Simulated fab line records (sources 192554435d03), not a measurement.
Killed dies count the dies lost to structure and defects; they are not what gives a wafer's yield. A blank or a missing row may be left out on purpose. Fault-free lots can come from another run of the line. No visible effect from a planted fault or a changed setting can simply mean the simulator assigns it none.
The tool behind it: which one? | flow n5 finfet | 12 lots, 34 wafers sampled, at 5 steps of a route of 1938

## WHAT THE GAUGES SHOWED, per wafer
No reading from a measuring or inspecting step in the record can be judged against a usual standard deviation.

## TOOL THAT RAN EACH LOT (tool first, then ch and the chambers of the sampled wafers, then the start)
lot  | N5_BEOL_M4_SPUTTER_94        | N5_BEOL_M4_PRE_CLEAN_60          | N5_BEOL_M4_DEP_57               | N5_BEOL_M5_COAT_60                | N5_PASSIVATION_PROBE_49
L870 | pvd sputter-01, day 7 20:45  | cvd co-01 ch 0,1,2, day 7 21:50  | pecvd-03 ch 0,1,2, day 7 21:59  | litho track-01 ch 0, day 8 00:06  | prober-02, day 12 01:29
L871 | pvd sputter-01, day 8 06:49  | cvd co-01 ch 0,1, day 8 07:52    | pecvd-01 ch 1,2, day 8 08:05    | litho track-05 ch 0, day 8 09:58  | prober-01, day 12 12:58
L873 | pvd sputter-03, day 8 13:05  | cvd co-02 ch 0,2, day 8 14:17    | pecvd-02 ch 0,2, day 8 14:26    | litho track-02 ch 0, day 8 16:39  | prober-01, day 13 07:37
L874 | pvd sputter-03, day 8 20:08  | cvd co-01 ch 1,2, day 8 21:11    | pecvd-01 ch 0,1, day 8 21:20    | litho track-01 ch 0, day 9 01:07  | prober-01, day 13 13:02
L876 | pvd sputter-03, day 9 18:47  | cvd co-01 ch 0,1,2, day 9 19:59  | pecvd-01 ch 0,1,2, day 9 20:08  | litho track-05 ch 0, day 10 00:07 | -
L881 | pvd sputter-03, day 11 01:58 | cvd co-02 ch 1,2, day 11 03:01   | pecvd-01 ch 1, day 11 03:11     | litho track-02 ch 0, day 11 06:34 | prober-02, day 15 10:05
L882 | pvd sputter-01, day 11 02:03 | cvd co-01 ch 0,1,2, day 11 03:07 | pecvd-03 ch 0,2, day 11 03:17   | litho track-02 ch 0, day 11 06:45 | prober-02, day 15 16:38
L883 | pvd sputter-02, day 11 06:08 | cvd co-02 ch 0,1, day 11 07:10   | pecvd-02 ch 0,1,2, day 11 07:20 | litho track-02 ch 0, day 11 09:30 | prober-02, day 15 14:50
L885 | pvd sputter-02, day 11 23:37 | cvd co-02 ch 0,1, day 12 00:40   | pecvd-03 ch 0,1, day 12 00:50   | litho track-01 ch 0, day 12 04:49 | prober-01, day 16 13:44
L887 | pvd sputter-01, day 12 08:41 | cvd co-02 ch 0,1,2, day 12 09:54 | pecvd-03 ch 0,1,2, day 12 10:04 | litho track-01 ch 0, day 12 13:10 | prober-02, day 16 23:11
L891 | pvd sputter-01, day 13 19:41 | cvd co-01 ch 1, day 13 20:44     | pecvd-02 ch 0,1, day 13 20:57   | litho track-05 ch 0, day 14 00:07 | -
L892 | pvd sputter-03, day 13 23:22 | cvd co-01 ch 0,1, day 14 00:26   | pecvd-01 ch 0,1,2, day 14 00:39 | litho track-01 ch 0, day 14 03:20 | -
- N5_BEOL_M4_SPUTTER_94: material Cu, target thk 4.5 nm, time 8.29 s.
- N5_BEOL_M4_PRE_CLEAN_60: time 15 s.
- N5_BEOL_M4_DEP_57: deposits SiCN from 3MS/NH3, target thk 8 nm, time 14 s.
- N5_BEOL_M5_COAT_60: time 60 s, resist thk 12 nm.
- N5_PASSIVATION_PROBE_49

## AS READ BY THE TOOLS THEMSELVES (means over the sampled wafers that have a number; for cases with no such wafer, the mark the record gives instead)
N5_BEOL_M4_SPUTTER_94.
lot  | tool           | throttle valve pct (%)
L870 | pvd sputter-01 | 28.7
L871 | pvd sputter-01 | 28.7
L873 | pvd sputter-03 | 30.8
L874 | pvd sputter-03 | 30.8
L876 | pvd sputter-03 | 30.8
L881 | pvd sputter-03 | 31.0
L882 | pvd sputter-01 | 29.5
L883 | pvd sputter-02 | 30.8
L885 | pvd sputter-02 | 30.8
L887 | pvd sputter-01 | 29.5
L891 | pvd sputter-01 | 28.6
L892 | pvd sputter-03 | 30.8

N5_BEOL_M4_PRE_CLEAN_60.
lot  | tool      | heater power w (W)
L870 | cvd co-01 | 75
L871 | cvd co-01 | 73
L873 | cvd co-02 | 113
L874 | cvd co-01 | 81
L876 | cvd co-01 | 75
L881 | cvd co-02 | 102
L882 | cvd co-01 | 74
L883 | cvd co-02 | 99
L885 | cvd co-02 | 97
L887 | cvd co-02 | 103
L891 | cvd co-01 | 80
L892 | cvd co-01 | 74

N5_BEOL_M4_DEP_57.
lot  | tool     | showerhead plenum p Torr (Torr) | throttle valve pct (%)
L870 | pecvd-03 | 3.666                           | 9.3
L871 | pecvd-01 | 3.675                           | 9.0
L873 | pecvd-02 | 3.657                           | 9.2
L874 | pecvd-01 | 3.679                           | 8.9
L876 | pecvd-01 | 3.678                           | 8.9
L881 | pecvd-01 | 3.675                           | 9.0
L882 | pecvd-03 | 3.670                           | 9.3
L883 | pecvd-02 | 3.656                           | 9.1
L885 | pecvd-03 | 3.655                           | 9.7
L887 | pecvd-03 | 3.664                           | 9.2
L891 | pecvd-02 | 3.662                           | 9.0
L892 | pecvd-01 | 3.679                           | 8.8

N5_BEOL_M5_COAT_60.
lot  | tool           | dispense pressure kPa (kPa) | heater power total W (W) | run length s (s)
L870 | litho track-01 | 43.8                        | 427.4                    | 66.03
L871 | litho track-05 | 47.7                        | 426.4                    | 66.18
L873 | litho track-02 | 50.2                        | 426.9                    | 66.09
L874 | litho track-01 | 43.8                        | 429.2                    | 66.07
L876 | litho track-05 | 47.7                        | 429.8                    | 66.22
L881 | litho track-02 | 50.2                        | 442.9                    | 62.70
L882 | litho track-02 | 50.2                        | 436.8                    | 63.95
L883 | litho track-02 | 50.2                        | 439.6                    | 63.90
L885 | litho track-01 | 43.8                        | 427.0                    | 66.10
L887 | litho track-01 | 43.8                        | 426.5                    | 66.06
L891 | litho track-05 | 47.6                        | 426.8                    | 66.14
L892 | litho track-01 | 43.8                        | 427.5                    | 65.95

N5_PASSIVATION_PROBE_49.
lot  | tool      | defect limited yield (%) | killed_at_M0_to_M3 | killed_at_M4_up | killed at contacts | killed at front end | killed at other | killed dies | killed open | killed short | sort_bin_5_function (%) | sort_bin_6_memory (%) | sort n pass | sort yield pct (%)
L870 | prober-02 | 90.1                     | 31                 | 19              | 14                 | 49                  | 4.0             | 116         | 81          | 34           | 5.5                     | 3.9                   | 1064        | 90.1
L871 | prober-01 | 93.1                     | 29                 | 7               | 7                  | 33                  | 5.7             | 82          | 48          | 32           | 3.9                     | 2.9                   | 1098        | 93.1
L873 | prober-01 | 90.8                     | 24                 | 20              | 13                 | 49                  | 3.0             | 109         | 72          | 35           | 5.6                     | 3.1                   | 1071        | 90.8
L874 | prober-01 | 89.2                     | 46                 | 26              | 17                 | 34                  | 4.3             | 127         | 94          | 32           | 6.5                     | 4.0                   | 1053        | 89.2
L881 | prober-02 | 90.9                     | 45                 | 9               | 16                 | 35                  | 2.0             | 107         | 54          | 50           | 5.0                     | 3.7                   | 1073        | 90.9
L882 | prober-02 | 91.0                     | 32                 | 13              | 10                 | 49                  | 1.7             | 106         | 69          | 32           | 5.3                     | 3.2                   | 1074        | 91.0
L883 | prober-02 | 90.5                     | 44                 | 24              | 9                  | 33                  | 2.0             | 112         | 78          | 34           | 5.2                     | 3.9                   | 1068        | 90.5
L885 | prober-01 | 90.5                     | 46                 | 15              | 13                 | 30                  | 8.3             | 113         | 72          | 40           | 5.6                     | 3.6                   | 1067        | 90.5
L887 | prober-02 | 91.3                     | 43                 | 14              | 10                 | 35                  | 0.7             | 103         | 72          | 27           | 5.3                     | 2.9                   | 1077        | 91.3

## THE ANSWER, worked out from the rows above alone
Rule: the usual values come from the lots themselves. The widest of any qualifying gaps counts: lots, ordered by their means at a reading, are off when they make up no more than a third of the lots, leave a main group of 4 or more, and stand apart from it by 3 or more times the standard deviation of that group's means. The tables above print the reading to a certain number of digits; a main group whose means all agree to those digits is not used. Also off: a lot with no number at a reading for which 4 or more lots have one. All remaining lots with rows at the step are treated as sound. First the gauges in route order, then the tools' own readings, where a lot's mean is used as printed above. At the first step where some lot is off, the reading lying furthest off is the one used; lots without a number count as furthest.
Off, at N5_BEOL_M5_COAT_60 on run length s: L881, L882, L883. The main group has a mean of 66.09 s with a standard deviation of 0.076.
A tool fits if, at that step or a process step before it, it ran every lot that is off, and no sound lot after the first of them. One fits: litho track-02 at N5_BEOL_M5_COAT_60. A fault onset in the window from L873 (day 8 16:39, its last sound lot) to L881 (day 11 06:34, its first lot off) fits.
The tool's own readings at N5_BEOL_M5_COAT_60 bear it out: on the lots that are off they differ by more than 5 times the standard deviation of the sound lots' means. heater power total W reads 439.8 W there against 427.5 W on the sound lots; run length s reads 63.52 s there against 66.09 s on the sound lots.

## WHAT THE SIMULATOR HAD PUT IN
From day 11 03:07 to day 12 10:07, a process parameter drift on litho track-02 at N5_BEOL_M5_COAT_60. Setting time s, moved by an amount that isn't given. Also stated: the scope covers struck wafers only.
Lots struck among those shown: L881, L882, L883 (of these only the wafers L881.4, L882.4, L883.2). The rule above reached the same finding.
